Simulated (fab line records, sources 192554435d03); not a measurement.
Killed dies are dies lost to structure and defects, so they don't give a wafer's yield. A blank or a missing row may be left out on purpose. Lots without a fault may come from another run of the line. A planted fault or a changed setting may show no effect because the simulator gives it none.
fab line records | flow n5_finfet
record lots=24 wafers=72 last_day=18
route steps=1938 shown BEOL_M11@1593 BEOL_M12@1612 BEOL_M13@1670
lots that met no fault: from a run of the same line without faults
start_h: hours from the record's first day to the start of the lot's first wafer shown | wait_h: hours since the lot's step before | " the same as in the row above | L1.1+2: a row that stands for several wafers | - no value, or no start given | * or withheld: withheld | < > ~ a bound
route shown NAME@n: a module of which the file shows steps, and the number in the route of the first | usual: mean/standard deviation of fault-free wafers | same: alike in all rows | chamber/n: place in a boat | sites: the reading at each site | _std_site: their standard deviation | _edge_site: outer sites' mean less inner sites' | radius_mm: how far each site lies from the wafer's centre | mask NAME#n: copy n | behind: the tool/chamber that last shaped the wafer | hold: why the lot was held/for how many hours/how that ended | device: the transistor (n, p or np) that didn't switch | end of line: the same wafers' tests at the end of the route | a step without rows: its recipe alone | killed: dies lost to structure and defects at the first sort, not the wafer's yield | map: a wafer's dies, x killed, . not, _ none there
set.NAME: the setting as run; set.NAME@STEP: as run at that earlier step | model.NAME: the simulator's own value behind a step, which no gauge read
steps of the route over a sample of lots; a table a step, a row a wafer
services: from which hour (start_h, from the record's first day; less than 0 if before it) a tool's chamber was out of use, for how many hours, and why
## steps
# step N5_BEOL_M11_SPUTTER_48
# recipe material=Cu target_thk_a=120 temp_c=-20 bias_v=60 power_w=26000 chamber_pressure_pa=0.13 time_s=2
# usual chamber_pressure_pa=0.13005/0.00025 throttle_valve_pct=30.1/1
# columns lot.wafer tool chamber start_h wait_h chamber_pressure_pa throttle_valve_pct
L074.4 pvd_sputter-01 - 229.77 0.1 0.13044 28.4
L074.5 " - " " 0.12987 30.5
L074.6 " - " " 0.13011 28.7
L075.1 pvd_sputter-01 - 236.67 0.1 0.12983 29.3
L075.2 " - " " 0.1302 30.4
L075.6 " - " " 0.13036 28.6
L076.3 pvd_sputter-02 - 248.99 0.2 0.13016 29.6
L076.4 " - " " 0.12988 30.6
L076.5 " - " " 0.12978 30.8
L077.2 pvd_sputter-02 - 249.51 0.1 0.13006 29.9
L077.3 " - " " 0.13032 30.5
L077.6 " - " " 0.12979 30.3
L078.1 pvd_sputter-01 - 257.31 0.1 0.13002 30.3
L078.3 " - " " 0.13024 28.2
L078.6 " - " " 0.13045 28.3
L079.3 pvd_sputter-01 - 258.19 0.1 0.13017 30.5
L079.4 " - " " 0.1301 29.3
L079.6 " - " " 0.13014 29.6
L081.1 pvd_sputter-02 - 274.36 0.3 0.13001 31.3
L081.3 " - " " 0.1301 29.8
L081.5 " - " " 0.13001 30.5
L080.1 pvd_sputter-02 - 276.96 0.1 0.12966 29.7
L080.4 " - " " 0.13021 31.4
L080.5 " - " " 0.12941 29.6
L083.2 pvd_sputter-02 - 278.42 0.2 0.12985 30.2
L083.3 " - " " 0.13003 29.9
L083.5 " - " " 0.13004 30.2
L082.1 pvd_sputter-01 - 282.25 0.1 0.12983 28.4
L082.2 " - " " 0.13009 30.4
L082.3 " - " " 0.13007 28.4
L084.1 pvd_sputter-03 - 296.84 0.1 0.12977 29.7
L084.3 " - " " 0.13049 30.3
L084.6 " - " " 0.12984 30.7
L085.3 pvd_sputter-03 - 301.43 1.6 0.13016 30.4
L085.4 " - " " 0.12963 32.1
L085.6 " - " " 0.12953 30.2
L087.2 pvd_sputter-02 - 303.10 0.2 0.12982 29.7
L087.5 " - " " 0.13006 30.6
L087.6 " - " " 0.12982 30.2
L086.1 pvd_sputter-01 - 311.12 1.3 0.1304 29.2
L086.4 " - " " 0.12975 28.4
L086.5 " - " " 0.13026 30.5
L088.3 pvd_sputter-02 - 311.64 0.1 0.13019 30.8
L088.4 " - " " 0.13035 29.7
L088.6 " - " " 0.12979 31.1
L089.3 pvd_sputter-02 - 331.27 0.2 0.12978 30.9
L089.4 " - " " 0.12944 30.3
L089.6 " - " " 0.13017 30.6
L090.2 pvd_sputter-01 - 341.91 0.1 0.13049 28.4
L090.4 " - " " 0.13 28.9
L090.6 " - " " 0.13017 28.3
L093.1 pvd_sputter-03 - 343.40 0.1 0.13015 32.3
L093.2 " - " " 0.13006 30.6
L093.5 " - " " 0.13007 32.4
L091.1 pvd_sputter-03 - 343.98 0.1 0.13003 32.4
L091.3 " - " " 0.13053 30.6
L091.6 " - " " 0.13028 29.6
L092.2 pvd_sputter-01 - 350.43 0.2 0.13024 30.3
L092.4 " - " " 0.12999 28.7
L092.6 " - " " 0.12998 29.4
L096.1 pvd_sputter-02 - 372.24 0.2 0.12994 30.1
L096.2 " - " " 0.13009 29.7
L096.3 " - " " 0.13046 30.9
L094.1 pvd_sputter-03 - 381.22 0.1 0.12989 30.5
L094.2 " - " " 0.1302 29.5
L094.6 " - " " 0.13047 30.5
L095.1 pvd_sputter-03 - 382.20 0.1 0.13023 32.4
L095.3 " - " " 0.13006 30.2
L095.5 " - " " 0.12997 32.4
L097.2 pvd_sputter-02 - 396.09 0.1 0.13048 29.7
L097.4 " - " " 0.13031 31.4
L097.6 " - " " 0.1306 30.0
# step N5_BEOL_M12_CD_MEAS_10
# recipe target_cd_nm=140 landing_energy_ev=500 detector=se_inlens polarity=opening
# usual cd_nm=140.7/1.5
# columns lot.wafer tool chamber start_h wait_h cd_nm
L074.4 cd_sem-03 0 231.21 - 140.3
L074.5 " 0 " " 140.9
L074.6 " 0 " " 139.0
L075.1 cd_sem-03 0 238.29 - 140.2
L075.2 " 0 " " 142.1
L075.6 " 0 " " 138.4
L076.3 cd_sem-01 0 250.68 - 142.4
L076.4 " 0 " " 141.4
L076.5 " 0 " " 142.3
L077.2 cd_sem-03 0 251.93 - 141.1
L077.3 " 0 " " 138.1
L077.6 " 0 " " 142.4
L078.1 cd_sem-03 0 259.00 - 142.1
L078.3 " 0 " " 143.1
L078.6 " 0 " " 141.8
L079.3 cd_sem-01 0 259.76 - 139.7
L079.4 " 0 " " 137.9
L079.6 " 0 " " 141.8
L081.1 cd_sem-02 0 276.00 - 137.9
L081.3 " 0 " " 139.4
L081.5 " 0 " " 139.1
L080.1 cd_sem-01 0 278.70 - 139.1
L080.4 " 0 " " 139.0
L080.5 " 0 " " 140.3
L083.2 cd_sem-03 0 280.04 - 141.5
L083.3 " 0 " " 141.6
L083.5 " 0 " " 141.6
L082.1 cd_sem-01 0 284.01 - 141.8
L082.2 " 0 " " 140.9
L082.3 " 0 " " 139.7
L084.1 cd_sem-03 0 299.03 - 141.3
L084.3 " 0 " " 141.8
L084.6 " 0 " " 142.1
L085.3 cd_sem-03 0 303.01 - 141.4
L085.4 " 0 " " 138.7
L085.6 " 0 " " 142.4
L087.2 cd_sem-03 0 305.80 - 140.4
L087.5 " 0 " " 139.8
L087.6 " 0 " " 140.2
L086.1 cd_sem-03 0 312.72 - 142.8
L086.4 " 0 " " 138.5
L086.5 " 0 " " 142.5
L088.3 cd_sem-01 0 313.26 - 140.7
L088.4 " 0 " " 137.8
L088.6 " 0 " " 140.4
L089.3 cd_sem-03 0 332.95 - 139.3
L089.4 " 0 " " 139.9
L089.6 " 0 " " 141.4
L090.2 cd_sem-02 0 343.60 - 139.7
L090.4 " 0 " " 140.6
L090.6 " 0 " " 140.1
L093.1 cd_sem-03 0 345.06 - 141.4
L093.2 " 0 " " 140.6
L093.5 " 0 " " 141.0
L091.1 cd_sem-03 0 345.59 - 138.0
L091.3 " 0 " " 138.6
L091.6 " 0 " " 135.9
L092.2 cd_sem-03 0 352.04 - 139.5
L092.4 " 0 " " 141.6
L092.6 " 0 " " 142.1
L096.1 cd_sem-02 0 373.68 - 141.3
L096.2 " 0 " " 142.4
L096.3 " 0 " " 142.1
L094.1 cd_sem-02 0 382.98 - 141.2
L094.2 " 0 " " 141.7
L094.6 " 0 " " 142.1
L095.1 cd_sem-03 0 383.79 - 140.8
L095.3 " 0 " " 141.1
L095.5 " 0 " " 142.2
L097.2 cd_sem-03 0 397.88 - 141.9
L097.4 " 0 " " 143.0
L097.6 " 0 " " 141.5
# step N5_BEOL_M12_ETCH_59
# recipe chemistry=N2/H2 target=BARC target_depth_a=890 overetch_a=267 time_s=67.9 ion_energy_ev=200 pressure_mtorr=30 source_w=840 bias_w=150 n2_flow_sccm=200 h2_flow_sccm=200
# usual drypump_motor_current_A=5.8/0.43 oes_product_au=0.70/0.07 rf_vpp_V=524.4/2.6 showerhead_plenum_p_Torr=2.57/0.097 throttle_valve_pct=17.78/0.28
# columns lot.wafer tool chamber start_h wait_h drypump_motor_current_A oes_product_au rf_hours_counter_h rf_vpp_V showerhead_plenum_p_Torr throttle_valve_pct
L074.4 rie_diel-05 2 231.33 0.0 5.1 0.74 37 527.6 2.72 17.61
L074.5 " 1 " " 5.6 0.59 - 519.7 2.40 17.86
L074.6 " 2 " " 5.1 0.75 - 530.0 2.72 17.63
L075.1 rie_diel-04 3 238.41 0.0 5.7 0.78 16 524.7 2.60 17.67
L075.2 " 2 " " 5.5 0.61 205 520.6 2.42 17.94
L075.6 " 1 " " 6.1 0.70 - 525.0 2.58 17.74
L076.3 rie_diel-04 2 250.80 0.0 5.5 0.60 210 520.2 2.42 17.94
L076.4 " 3 " " 5.7 0.77 19 525.0 2.60 17.66
L076.5 " 2 " " 5.5 0.60 - 520.2 2.42 17.95
L077.2 rie_diel-05 2 252.17 0.0 5.1 0.74 45 527.6 2.71 17.64
L077.3 " 0 " " 6.6 0.67 132 526.3 2.67 18.02
L077.6 " 0 " " 6.6 0.67 - 525.2 2.67 18.02
L078.1 rie_diel-05 2 259.13 0.0 5.1 0.73 48 528.1 2.71 17.64
L078.3 " 1 " " 5.6 0.58 237 520.3 2.40 17.90
L078.6 " 1 " " 5.6 0.59 - 518.9 2.40 17.90
L079.3 rie_diel-04 3 259.88 0.0 5.7 0.77 20 525.2 2.60 17.68
L079.4 " 0 " " 6.4 0.79 13 524.6 2.58 18.08
L079.6 " 3 " " 5.7 0.77 - 526.3 2.60 17.66
L081.1 rie_diel-04 1 276.12 0.0 6.1 0.69 98 525.2 2.57 17.76
L081.3 " 3 " " 5.7 0.77 26 525.3 2.59 17.67
L081.5 " 0 " " 6.3 0.77 - 525.2 2.58 18.06
L080.1 rie_diel-03 2 278.82 0.0 5.9 0.78 20 527.4 2.70 17.33
L080.4 " 1 " " 5.8 0.68 - 524.0 2.59 18.12
L080.5 " 2 " " 5.9 0.78 - 528.4 2.70 17.34
L083.2 rie_diel-05 2 280.16 0.0 5.1 0.72 54 527.3 2.71 17.64
L083.3 " 1 " " 5.6 0.59 244 519.2 2.40 17.89
L083.5 " 1 " " 5.6 0.58 - 520.9 2.40 17.90
L082.1 rie_diel-03 3 284.14 0.0 5.5 0.73 53 522.8 2.46 17.74
L082.2 " 1 " " 5.8 0.69 75 524.9 2.59 18.15
L082.3 " 0 " " 5.8 0.84 1 524.8 2.60 17.16
L084.1 rie_diel-03 0 299.49 0.0 5.8 0.81 10 524.5 2.59 17.16
L084.3 " 3 " " 5.5 0.72 61 521.3 2.45 17.75
L084.6 " 1 " " 5.7 0.68 - 524.4 2.58 18.15
L085.3 rie_diel-05 1 303.16 0.0 5.6 0.58 254 520.0 2.39 17.92
L085.4 " 0 " " 6.6 0.67 - 526.3 2.66 18.05
L085.6 " 1 " " 5.6 0.58 - 518.6 2.39 17.94
L087.2 rie_diel-04 3 305.92 0.0 5.7 0.74 36 524.8 2.59 17.69
L087.5 " 1 " " 6.1 0.68 - 524.7 2.57 17.77
L087.6 " 2 " " 5.5 0.59 - 519.2 2.41 17.97
L086.1 rie_diel-05 0 313.21 0.0 6.6 0.66 155 526.2 2.66 18.07
L086.4 " 2 " " 5.1 0.71 - 526.5 2.70 17.65
L086.5 " 0 " " 6.6 0.66 - 526.3 2.66 18.06
L088.3 rie_diel-05 0 313.48 0.0 6.6 0.66 155 526.3 2.66 18.06
L088.4 " 2 " " 5.1 0.70 - 528.5 2.70 17.68
L088.6 " 0 " " 6.6 0.65 - 525.9 2.66 18.06
L089.3 rie_diel-04 3 333.07 0.0 5.6 0.73 45 524.8 2.59 17.71
L089.4 " 1 " " 6.1 0.68 117 524.2 2.56 17.77
L089.6 " 1 " " 6.1 0.68 - 523.7 2.56 17.79
L090.2 rie_diel-03 2 343.73 0.0 5.9 0.75 35 527.7 2.69 17.35
L090.4 " 0 " " 5.8 0.77 26 525.7 2.59 17.20
L090.6 " 0 " " 5.8 0.78 - 524.6 2.59 17.18
L093.1 rie_diel-05 0 345.25 0.0 6.6 0.65 165 526.8 2.65 18.08
L093.2 " 3 " " 5.7 0.80 13 523.5 2.49 17.48
L093.5 " 3 " " 5.7 0.80 - 521.5 2.49 17.48
L091.1 rie_diel-04 3 345.71 0.0 5.7 0.72 50 523.0 2.58 17.71
L091.3 " 0 " " 6.4 0.73 44 525.3 2.57 18.12
L091.6 " 3 " " 5.7 0.73 - 523.3 2.58 17.70
L092.2 rie_diel-03 3 352.16 0.0 5.5 0.71 81 522.1 2.44 17.76
L092.4 " 2 " " 5.9 0.75 39 527.4 2.69 17.37
L092.6 " 1 " " 5.8 0.66 - 523.7 2.58 18.19
L096.1 rie_diel-05 3 373.82 0.0 5.7 0.78 23 522.7 2.49 17.51
L096.2 " 0 " " 6.6 0.64 175 527.3 2.65 18.09
L096.3 " 1 " " 5.6 0.79 14 527.1 2.71 17.59
L094.1 rie_diel-05 3 383.10 0.0 5.7 0.77 28 522.6 2.48 17.51
L094.2 " 0 " " 6.6 0.64 179 525.8 2.65 18.10
L094.6 " 1 " " 5.6 0.79 - 529.6 2.71 17.57
L095.1 rie_diel-03 2 383.92 0.0 5.8 0.74 49 526.7 2.68 17.38
L095.3 " 0 " " 5.8 0.76 38 524.6 2.58 17.22
L095.5 " 0 " " 5.8 0.76 - 525.2 2.58 17.23
L097.2 rie_diel-03 0 398.00 0.0 5.8 0.75 43 525.2 2.58 17.21
L097.4 " 2 " " 5.9 0.74 54 527.2 2.68 17.41
L097.6 " 0 " " 5.8 0.75 - 524.3 2.58 17.22
# step N5_BEOL_M12_VIA_ETCH_16
# recipe chemistry=C4F8/O2/Ar target=SiOC pressure_mtorr=30 source_w=3000 bias_w=700 Ar_flow_sccm=400 C4F8_flow_sccm=15 O2_flow_sccm=8 he_inner_torr=15 he_outer_torr=30 target_depth_a=7248 time_s=withheld ion_energy_ev=250 ends=cleared
# usual drypump_motor_current_A=5.8/0.43 oes_product_au=0.74/0.077 rf_vpp_V=666/3.3 showerhead_plenum_p_Torr=3.45/0.12 throttle_valve_pct=24.09/0.25
# columns lot.wafer tool chamber start_h wait_h drypump_motor_current_A oes_product_au rf_vpp_V showerhead_plenum_p_Torr throttle_valve_pct
L074.4 rie_diel-05 2 231.38 0.0 5.1 0.79 670 3.64 23.95
L074.5 " 1 " " 5.6 0.62 661 3.24 24.08
L074.6 " 2 " " 5.1 0.79 672 3.64 23.93
L075.1 rie_diel-04 3 238.46 0.0 5.7 0.82 669 3.47 24.01
L075.2 " 2 " " 5.5 0.64 661 3.25 24.12
L075.6 " 1 " " 6.1 0.74 669 3.45 24.02
L076.3 rie_diel-04 2 250.86 0.0 5.5 0.63 661 3.25 24.13
L076.4 " 3 " " 5.7 0.82 668 3.47 24.02
L076.5 " 2 " " 5.5 0.63 661 3.25 24.15
L077.2 rie_diel-05 2 252.23 0.0 5.1 0.78 671 3.63 23.94
L077.3 " 0 " " 6.6 0.70 669 3.56 24.25
L077.6 " 0 " " 6.7 0.71 670 3.56 24.27
L078.1 rie_diel-05 2 259.18 0.0 5.1 0.77 671 3.63 23.93
L078.3 " 1 " " 5.6 0.62 660 3.23 24.11
L078.6 " 1 " " 5.6 0.62 660 3.23 24.09
L079.3 rie_diel-04 3 259.93 0.0 5.7 0.82 669 3.47 24.01
L079.4 " 0 " " 6.4 0.85 666 3.51 24.67
L079.6 " 3 " " 5.7 0.82 667 3.47 24.01
L081.1 rie_diel-04 1 276.17 0.0 6.1 0.74 666 3.44 24.07
L081.3 " 3 " " 5.7 0.80 667 3.47 24.01
L081.5 " 0 " " 6.4 0.83 667 3.50 24.66
L080.1 rie_diel-03 2 278.87 0.0 5.9 0.83 670 3.63 23.86
L080.4 " 1 " " 5.8 0.72 667 3.42 24.18
L080.5 " 2 " " 5.9 0.84 671 3.63 23.86
L083.2 rie_diel-05 2 280.21 0.0 5.1 0.77 670 3.63 23.95
L083.3 " 1 " " 5.6 0.61 661 3.23 24.12
L083.5 " 1 " " 5.6 0.61 661 3.23 24.12
L082.1 rie_diel-03 3 284.19 0.0 5.5 0.78 663 3.34 24.22
L082.2 " 1 " " 5.8 0.72 666 3.42 24.17
L082.3 " 0 " " 5.8 0.89 667 3.50 23.56
L084.1 rie_diel-03 0 299.54 0.0 5.8 0.85 667 3.49 23.59
L084.3 " 3 " " 5.5 0.77 664 3.33 24.24
L084.6 " 1 " " 5.8 0.72 667 3.42 24.19
L085.3 rie_diel-05 1 303.21 0.0 5.6 0.61 660 3.22 24.13
L085.4 " 0 " " 6.6 0.69 668 3.55 24.30
L085.6 " 1 " " 5.6 0.61 660 3.22 24.12
L087.2 rie_diel-04 3 305.97 0.0 5.7 0.78 666 3.46 24.03
L087.5 " 1 " " 6.1 0.72 665 3.44 24.06
L087.6 " 2 " " 5.5 0.61 661 3.24 24.16
L086.1 rie_diel-05 0 313.26 0.0 6.6 0.69 667 3.54 24.30
L086.4 " 2 " " 5.1 0.76 670 3.62 23.95
L086.5 " 0 " " 6.6 0.69 670 3.54 24.29
L088.3 rie_diel-05 0 313.53 0.0 6.6 0.69 669 3.54 24.30
L088.4 " 2 " " 5.1 0.75 673 3.62 23.98
L088.6 " 0 " " 6.6 0.69 669 3.54 24.29
L089.3 rie_diel-04 3 333.13 0.0 5.7 0.79 667 3.46 24.04
L089.4 " 1 " " 6.1 0.72 667 3.43 24.05
L089.6 " 1 " " 6.1 0.73 665 3.43 24.06
L090.2 rie_diel-03 2 343.78 0.0 5.9 0.81 671 3.62 23.88
L090.4 " 0 " " 5.8 0.83 669 3.49 23.61
L090.6 " 0 " " 5.8 0.83 668 3.49 23.61
L093.1 rie_diel-05 0 345.30 0.0 6.6 0.68 669 3.54 24.31
L093.2 " 3 " " 5.7 0.85 663 3.34 23.83
L093.5 " 3 " " 5.7 0.86 664 3.34 23.84
L091.1 rie_diel-04 3 345.76 0.0 5.7 0.76 669 3.45 24.04
L091.3 " 0 " " 6.4 0.78 667 3.49 24.69
L091.6 " 3 " " 5.7 0.77 668 3.45 24.04
L092.2 rie_diel-03 3 352.21 0.0 5.5 0.75 663 3.32 24.26
L092.4 " 2 " " 5.9 0.80 670 3.62 23.89
L092.6 " 1 " " 5.8 0.71 665 3.41 24.21
L096.1 rie_diel-05 3 373.88 0.0 5.7 0.83 663 3.34 23.85
L096.2 " 0 " " 6.6 0.67 670 3.53 24.31
L096.3 " 1 " " 5.6 0.84 671 3.61 23.91
L094.1 rie_diel-05 3 383.15 0.0 5.7 0.82 665 3.34 23.85
L094.2 " 0 " " 6.6 0.67 668 3.53 24.31
L094.6 " 1 " " 5.6 0.83 672 3.61 23.92
L095.1 rie_diel-03 2 383.97 0.0 5.9 0.79 671 3.61 23.90
L095.3 " 0 " " 5.8 0.80 669 3.48 23.63
L095.5 " 0 " " 5.8 0.80 667 3.48 23.62
L097.2 rie_diel-03 0 398.05 0.0 5.8 0.79 667 3.48 23.62
L097.4 " 2 " " 5.9 0.78 672 3.61 23.92
L097.6 " 0 " " 5.8 0.80 667 3.48 23.61
# step N5_BEOL_M13_OVL_MEAS_11
# recipe points_per_wafer=44
# usual V12_OVL=-3/5.7
# columns lot.wafer tool chamber start_h wait_h V12_OVL[nm]
L074.4 overlay-01 0 235.57 0.0 -4
L074.5 " 0 " " -13
L074.6 " 0 " " 2
L075.1 overlay-01 0 244.18 0.0 -13
L075.2 " 0 " " -12
L075.6 " 0 " " -15
L076.3 overlay-02 0 256.46 0.0 2
L076.4 " 0 " " -11
L076.5 " 0 " " 1
L077.2 overlay-01 0 259.20 0.0 -6
L077.3 " 0 " " -3
L077.6 " 0 " " -9
L078.1 overlay-01 0 264.66 0.0 4
L078.3 " 0 " " 0
L078.6 " 0 " " 2
L079.3 overlay-01 0 265.85 0.0 4
L079.4 " 0 " " 3
L079.6 " 0 " " 1
L081.1 overlay-01 0 280.42 0.0 -4
L081.3 " 0 " " -5
L081.5 " 0 " " -1
L080.1 overlay-01 0 283.36 0.0 6
L080.4 " 0 " " -2
L080.5 " 0 " " -4
L083.2 overlay-02 0 287.64 0.0 -12
L083.3 " 0 " " -10
L083.5 " 0 " " -1
L082.1 overlay-01 0 292.88 0.0 -8
L082.2 " 0 " " 4
L082.3 " 0 " " -9
L084.1 overlay-01 0 303.94 0.0 6
L084.3 " 0 " " -2
L084.6 " 0 " " 5
L085.3 overlay-02 0 307.34 0.0 -7
L085.4 " 0 " " -3
L085.6 " 0 " " 3
L087.2 overlay-02 0 311.77 0.0 -7
L087.5 " 0 " " -11
L087.6 " 0 " " -6
L086.1 overlay-02 0 320.02 0.0 -2
L086.4 " 0 " " 1
L086.5 " 0 " " -7
L088.3 overlay-02 0 326.62 0.0 -4
L088.4 " 0 " " 4
L088.6 " 0 " " 5
L089.3 overlay-02 0 338.68 0.0 -1
L089.4 " 0 " " 0
L089.6 " 0 " " 1
L090.2 overlay-02 0 348.34 0.0 0
L090.4 " 0 " " 4
L090.6 " 0 " " -2
L093.1 overlay-01 0 349.28 0.0 -10
L093.2 " 0 " " -5
L093.5 " 0 " " -5
L091.1 overlay-01 0 351.32 0.0 -13
L091.3 " 0 " " -8
L091.6 " 0 " " -1
L092.2 overlay-01 0 358.95 0.0 4
L092.4 " 0 " " 0
L092.6 " 0 " " 0
L096.1 overlay-02 0 377.65 0.0 -2
L096.2 " 0 " " -10
L096.3 " 0 " " -3
L094.1 overlay-01 0 390.71 0.0 -5
L094.2 " 0 " " 2
L094.6 " 0 " " -3
L095.1 overlay-01 0 391.08 0.0 7
L095.3 " 0 " " 2
L095.5 " 0 " " 4
L097.2 overlay-02 0 403.30 0.0 1
L097.4 " 0 " " -9
L097.6 " 0 " " -6
# step N5_BEOL_M13_INSPECT_30
# recipe mode=adi inspect_instrument=macro
# usual raw_defect_count=2.2/1.5
# columns lot.wafer tool chamber start_h wait_h raw_defect_count
L074.4 defect_inspect-01 - 236.61 0.0 8
L074.5 " - " " 3
L074.6 " - " " 1
L075.1 defect_inspect-02 - 245.27 0.0 3
L075.2 " - " " 2
L075.6 " - " " 0
L076.3 defect_inspect-01 - 257.71 0.0 3
L076.4 " - " " 4
L076.5 " - " " 5
L077.2 defect_inspect-01 - 260.29 0.0 2
L077.3 " - " " 1
L077.6 " - " " 6
L078.1 defect_inspect-01 - 265.63 0.0 3
L078.3 " - " " 1
L078.6 " - " " 1
L079.3 defect_inspect-02 - 266.95 0.0 2
L079.4 " - " " 0
L079.6 " - " " 1
L081.1 defect_inspect-01 - 281.52 0.0 3
L081.3 " - " " 0
L081.5 " - " " 1
L080.1 defect_inspect-02 - 284.46 0.0 1
L080.4 " - " " 2
L080.5 " - " " 1
L083.2 defect_inspect-02 - 288.73 0.0 0
L083.3 " - " " 0
L083.5 " - " " 1
L082.1 defect_inspect-02 - 293.85 0.0 2
L082.2 " - " " 1
L082.3 " - " " 1
L084.1 defect_inspect-01 - 304.91 0.0 1
L084.3 " - " " 5
L084.6 " - " " 4
L085.3 defect_inspect-02 - 308.44 0.0 1
L085.4 " - " " 0
L085.6 " - " " 2
L087.2 defect_inspect-02 - 312.94 0.0 0
L087.5 " - " " 3
L087.6 " - " " 3
L086.1 defect_inspect-02 - 320.99 0.0 3
L086.4 " - " " 4
L086.5 " - " " 1
L088.3 defect_inspect-02 - 327.71 0.0 1
L088.4 " - " " 2
L088.6 " - " " 4
L089.3 defect_inspect-02 - 339.65 0.0 3
L089.4 " - " " 1
L089.6 " - " " 2
L090.2 defect_inspect-01 - 349.81 0.0 3
L090.4 " - " " 6
L090.6 " - " " 2
L093.1 defect_inspect-01 - 350.37 0.0 4
L093.2 " - " " 1
L093.5 " - " " 3
L091.1 defect_inspect-02 - 352.46 0.0 1
L091.3 " - " " 5
L091.6 " - " " 2
L092.2 defect_inspect-02 - 360.04 0.0 1
L092.4 " - " " 2
L092.6 " - " " 1
L096.1 defect_inspect-02 - 378.79 0.0 5
L096.2 " - " " 3
L096.3 " - " " 0
L094.1 defect_inspect-01 - 391.67 0.0 0
L094.2 " - " " 4
L094.6 " - " " 1
L095.1 defect_inspect-02 - 392.18 0.0 2
L095.3 " - " " 1
L095.5 " - " " 3
L097.2 defect_inspect-01 - 404.39 0.0 3
L097.4 " - " " 3
L097.6 " - " " 6
## services
# columns tool chamber start_h hours kind
rie_diel-03 3 214.28 5.1 repair
rie_diel-03 3 248.74 6.3 repair
rie_diel-04 3 251.44 4.5 repair
rie_diel-05 3 256.33 3.1 repair
rie_diel-03 2 262.22 1.6 repair
rie_diel-04 1 270.31 3.5 repair
rie_diel-05 3 283.27 - clean
rie_diel-05 3 283.27 - consumable_replace:focus_ring
rie_diel-05 3 283.27 22.0 scheduled_down
rie_diel-05 3 283.27 22.0 vent_cycle
rie_diel-03 2 283.29 16.3 repair
rie_diel-05 1 305.30 - clean
rie_diel-05 1 305.30 - consumable_replace:focus_ring
rie_diel-05 1 305.30 - consumable_replace:showerhead
rie_diel-05 1 305.30 22.2 scheduled_down
rie_diel-05 1 305.30 22.2 vent_cycle
rie_diel-05 2 309.40 3.4 repair
pvd_sputter-03 - 313.96 11.4 repair
rie_diel-05 3 320.86 5.4 repair
pvd_sputter-01 - 331.34 3.0 repair
pvd_sputter-01 - 337.39 1.7 repair
rie_diel-03 1 344.53 6.7 repair
rie_diel-04 0 355.13 2.6 repair
rie_diel-05 1 376.36 4.9 repair
## key
fault none
